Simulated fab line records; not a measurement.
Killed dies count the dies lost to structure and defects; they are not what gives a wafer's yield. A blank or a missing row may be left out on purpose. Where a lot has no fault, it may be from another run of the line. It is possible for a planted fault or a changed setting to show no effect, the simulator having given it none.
Chamber matching ; flow n5Finfet ; 4 sister chambers for N5_BEOL_M8_ETCH_72 on rieDiel-06
The step etches underlayer in N2/H2, target depth 6.5 nm, time 5.2 s. 4 wafers are shown with their chamber, then 11 later ones without.

EACH WAFER AND ITS CHAMBER
wafer;chamber;showerheadPlenumPTorr (Torr)
L087.4;2;2.40
L088.1;0;2.63
L088.6;1;2.51
L091.4;3;2.62

WAFERS WHOSE CHAMBER IS MISSING
wafer;showerheadPlenumPTorr (Torr)
L091.5;2.51
L091.6;2.63
L090.1;2.50
L090.2;2.62
L090.6;2.62
L092.1;2.62
L092.2;2.63
L092.4;2.50
L096.1;2.50
L096.4;2.71
L096.5;2.49

THE CHAMBER EACH PASSED THROUGH
wafer;from the rows above;in truth
L091.5;1;1
L091.6;can't be placed: 0 or 3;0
L090.1;1;1
L090.2;can't be placed: 3 or 0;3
L090.6;can't be placed: 3 or 0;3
L092.1;can't be placed: 3 or 0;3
L092.2;can't be placed: 0 or 3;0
L092.4;1;1
L096.1;1;1
L096.4;can't be placed: 0 or 3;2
L096.5;1;1
5 of 11 placed correctly. From these rows, 6 cannot be placed; in 5 the true chamber is one of the candidates. Number placed wrongly: 0.
How it was worked out, from the rows above alone: a wafer's distance from a chamber is the root of the sum, over the readings, of the square of ((its reading less the chamber's mean) divided by the reading's scatter). If the next closest chamber is less than 2 further off than the closest, the wafer can't be placed; otherwise it belongs to the closest. The mean given for a chamber averages the wafers shown for that chamber. The scatter (one wafer shown for each chamber): square how far every hidden wafer sits from the nearest shown wafer, average those squares and take the square root.
